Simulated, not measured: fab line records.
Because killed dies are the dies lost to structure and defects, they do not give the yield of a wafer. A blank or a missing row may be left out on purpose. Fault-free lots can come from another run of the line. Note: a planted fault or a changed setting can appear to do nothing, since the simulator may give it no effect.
Chamber matching || flow n5Finfet || 3 sister chambers for N5_BEOL_M15_ILD_DEP_00 on pecvd-04
The step deposits SiO2 from TEOS/O2, target thk 1629.3 nm, time 346.1 s. 36 wafers are shown with their chamber, then 12 later ones without.

WAFERS PAIRED WITH THEIR CHAMBERS
{"wafer": "L074.1", "chamber": 2, "showerheadPlenumPTorr (Torr)": 8.34, "throttleValvePct (%)": 19.0, "heaterPowerW (W)": 509}
{"wafer": "L074.2", "chamber": 0, "showerheadPlenumPTorr (Torr)": 8.29, "throttleValvePct (%)": 19.1, "heaterPowerW (W)": 586}
{"wafer": "L074.6", "chamber": 1, "showerheadPlenumPTorr (Torr)": 8.31, "throttleValvePct (%)": 19.1, "heaterPowerW (W)": 480}
{"wafer": "L077.2", "chamber": 2, "showerheadPlenumPTorr (Torr)": 8.34, "throttleValvePct (%)": 19.2, "heaterPowerW (W)": 564}
{"wafer": "L077.3", "chamber": 1, "showerheadPlenumPTorr (Torr)": 8.30, "throttleValvePct (%)": 18.8, "heaterPowerW (W)": 371}
{"wafer": "L077.5", "chamber": 2, "showerheadPlenumPTorr (Torr)": 8.35, "throttleValvePct (%)": 19.0, "heaterPowerW (W)": 414}
{"wafer": "L079.1", "chamber": 0, "showerheadPlenumPTorr (Torr)": 8.26, "throttleValvePct (%)": 19.0, "heaterPowerW (W)": 601}
{"wafer": "L079.3", "chamber": 2, "showerheadPlenumPTorr (Torr)": 8.33, "throttleValvePct (%)": 19.1, "heaterPowerW (W)": 493}
{"wafer": "L079.4", "chamber": 2, "showerheadPlenumPTorr (Torr)": 8.33, "throttleValvePct (%)": 19.1, "heaterPowerW (W)": 561}
{"wafer": "L078.3", "chamber": 0, "showerheadPlenumPTorr (Torr)": 8.25, "throttleValvePct (%)": 18.7, "heaterPowerW (W)": 506}
{"wafer": "L078.4", "chamber": 0, "showerheadPlenumPTorr (Torr)": 8.26, "throttleValvePct (%)": 18.7, "heaterPowerW (W)": 597}
{"wafer": "L078.6", "chamber": 1, "showerheadPlenumPTorr (Torr)": 8.28, "throttleValvePct (%)": 18.9, "heaterPowerW (W)": 501}
{"wafer": "L081.4", "chamber": 0, "showerheadPlenumPTorr (Torr)": 8.25, "throttleValvePct (%)": 18.7, "heaterPowerW (W)": 597}
{"wafer": "L081.5", "chamber": 1, "showerheadPlenumPTorr (Torr)": 8.29, "throttleValvePct (%)": 19.2, "heaterPowerW (W)": 378}
{"wafer": "L081.6", "chamber": 2, "showerheadPlenumPTorr (Torr)": 8.33, "throttleValvePct (%)": 19.2, "heaterPowerW (W)": 429}
{"wafer": "L080.3", "chamber": 0, "showerheadPlenumPTorr (Torr)": 8.25, "throttleValvePct (%)": 18.9, "heaterPowerW (W)": 523}
{"wafer": "L080.4", "chamber": 1, "showerheadPlenumPTorr (Torr)": 8.30, "throttleValvePct (%)": 19.3, "heaterPowerW (W)": 380}
{"wafer": "L080.5", "chamber": 2, "showerheadPlenumPTorr (Torr)": 8.34, "throttleValvePct (%)": 19.3, "heaterPowerW (W)": 411}
{"wafer": "L085.1", "chamber": 0, "showerheadPlenumPTorr (Torr)": 8.26, "throttleValvePct (%)": 18.7, "heaterPowerW (W)": 596}
{"wafer": "L085.2", "chamber": 2, "showerheadPlenumPTorr (Torr)": 8.34, "throttleValvePct (%)": 19.1, "heaterPowerW (W)": 454}
{"wafer": "L085.6", "chamber": 2, "showerheadPlenumPTorr (Torr)": 8.35, "throttleValvePct (%)": 19.3, "heaterPowerW (W)": 534}
{"wafer": "L084.4", "chamber": 0, "showerheadPlenumPTorr (Torr)": 8.27, "throttleValvePct (%)": 18.8, "heaterPowerW (W)": 476}
{"wafer": "L084.5", "chamber": 1, "showerheadPlenumPTorr (Torr)": 8.28, "throttleValvePct (%)": 18.9, "heaterPowerW (W)": 510}
{"wafer": "L084.6", "chamber": 2, "showerheadPlenumPTorr (Torr)": 8.36, "throttleValvePct (%)": 19.2, "heaterPowerW (W)": 423}
{"wafer": "L086.2", "chamber": 2, "showerheadPlenumPTorr (Torr)": 8.33, "throttleValvePct (%)": 19.1, "heaterPowerW (W)": 465}
{"wafer": "L086.3", "chamber": 0, "showerheadPlenumPTorr (Torr)": 8.26, "throttleValvePct (%)": 18.8, "heaterPowerW (W)": 620}
{"wafer": "L086.4", "chamber": 1, "showerheadPlenumPTorr (Torr)": 8.30, "throttleValvePct (%)": 19.1, "heaterPowerW (W)": 388}
{"wafer": "L087.2", "chamber": 2, "showerheadPlenumPTorr (Torr)": 8.32, "throttleValvePct (%)": 19.4, "heaterPowerW (W)": 552}
{"wafer": "L087.3", "chamber": 0, "showerheadPlenumPTorr (Torr)": 8.25, "throttleValvePct (%)": 18.8, "heaterPowerW (W)": 546}
{"wafer": "L087.4", "chamber": 2, "showerheadPlenumPTorr (Torr)": 8.36, "throttleValvePct (%)": 19.3, "heaterPowerW (W)": 416}
{"wafer": "L088.1", "chamber": 2, "showerheadPlenumPTorr (Torr)": 8.33, "throttleValvePct (%)": 19.4, "heaterPowerW (W)": 532}
{"wafer": "L088.3", "chamber": 0, "showerheadPlenumPTorr (Torr)": 8.28, "throttleValvePct (%)": 18.8, "heaterPowerW (W)": 522}
{"wafer": "L088.5", "chamber": 2, "showerheadPlenumPTorr (Torr)": 8.35, "throttleValvePct (%)": 19.1, "heaterPowerW (W)": 421}
{"wafer": "L089.2", "chamber": 0, "showerheadPlenumPTorr (Torr)": 8.26, "throttleValvePct (%)": 18.8, "heaterPowerW (W)": 594}
{"wafer": "L089.4", "chamber": 0, "showerheadPlenumPTorr (Torr)": 8.25, "throttleValvePct (%)": 18.6, "heaterPowerW (W)": 479}
{"wafer": "L089.5", "chamber": 1, "showerheadPlenumPTorr (Torr)": 8.27, "throttleValvePct (%)": 19.0, "heaterPowerW (W)": 499}

SIGNATURES, as means of the wafers listed above
{"reading": "showerheadPlenumPTorr", "chamber 0": 8.2608, "chamber 1": 8.2912, "chamber 2": 8.3400, "scatter within a chamber": 0.0125}
{"reading": "throttleValvePct", "chamber 0": 18.800, "chamber 1": 19.038, "chamber 2": 19.187, "scatter within a chamber": 0.141}
{"reading": "heaterPowerW", "chamber 0": 557.15, "chamber 1": 438.38, "chamber 2": 478.53, "scatter within a chamber": 57.2}
Rule: for each reading, subtract the chamber's mean from the wafer's reading, divide by that reading's scatter and square the result; add these up over the readings and take the root, which gives the wafer's distance from the chamber. If the next closest chamber is less than 2 further off than the closest, the wafer can't be placed; otherwise it belongs to the closest. How the scatter is found: for the shown wafers, subtract from each reading the mean of its chamber, square and add these, divide the total by (wafers less chambers), then take the root.

WAFERS WITHOUT THEIR CHAMBER
{"wafer": "L092.1", "showerheadPlenumPTorr (Torr)": 8.34, "throttleValvePct (%)": 19.5, "heaterPowerW (W)": 528}
{"wafer": "L092.2", "showerheadPlenumPTorr (Torr)": 8.26, "throttleValvePct (%)": 18.6, "heaterPowerW (W)": 481}
{"wafer": "L092.3", "showerheadPlenumPTorr (Torr)": 8.24, "throttleValvePct (%)": 18.7, "heaterPowerW (W)": 590}
{"wafer": "L094.2", "showerheadPlenumPTorr (Torr)": 8.35, "throttleValvePct (%)": 19.5, "heaterPowerW (W)": 532}
{"wafer": "L094.3", "showerheadPlenumPTorr (Torr)": 8.28, "throttleValvePct (%)": 19.1, "heaterPowerW (W)": 485}
{"wafer": "L094.4", "showerheadPlenumPTorr (Torr)": 8.34, "throttleValvePct (%)": 19.0, "heaterPowerW (W)": 424}
{"wafer": "L093.1", "showerheadPlenumPTorr (Torr)": 8.36, "throttleValvePct (%)": 19.6, "heaterPowerW (W)": 508}
{"wafer": "L093.2", "showerheadPlenumPTorr (Torr)": 8.23, "throttleValvePct (%)": 18.6, "heaterPowerW (W)": 487}
{"wafer": "L093.4", "showerheadPlenumPTorr (Torr)": 8.34, "throttleValvePct (%)": 19.3, "heaterPowerW (W)": 572}
{"wafer": "L095.3", "showerheadPlenumPTorr (Torr)": 8.28, "throttleValvePct (%)": 16.5, "heaterPowerW (W)": 451}
{"wafer": "L095.4", "showerheadPlenumPTorr (Torr)": 8.34, "throttleValvePct (%)": 19.2, "heaterPowerW (W)": 432}
{"wafer": "L095.5", "showerheadPlenumPTorr (Torr)": 8.24, "throttleValvePct (%)": 18.7, "heaterPowerW (W)": 483}

EACH ONE'S CHAMBER
{"wafer": "L092.1", "from the rows above": 2, "in truth": 2}
{"wafer": "L092.2", "from the rows above": 0, "in truth": 0}
{"wafer": "L092.3", "from the rows above": 0, "in truth": 0}
{"wafer": "L094.2", "from the rows above": 2, "in truth": 2}
{"wafer": "L094.3", "from the rows above": "can't be placed: 1 or 0", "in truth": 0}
{"wafer": "L094.4", "from the rows above": 2, "in truth": 2}
{"wafer": "L093.1", "from the rows above": 2, "in truth": 2}
{"wafer": "L093.2", "from the rows above": 0, "in truth": 0}
{"wafer": "L093.4", "from the rows above": 2, "in truth": 2}
{"wafer": "L095.3", "from the rows above": "can't be placed: 0 or 1", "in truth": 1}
{"wafer": "L095.4", "from the rows above": 2, "in truth": 2}
{"wafer": "L095.5", "from the rows above": 0, "in truth": 0}
Correct placement for 10 of the 12. Cannot be placed on the basis of these rows: 2; the candidates contain the true chamber in 2. Number placed wrongly: 0.
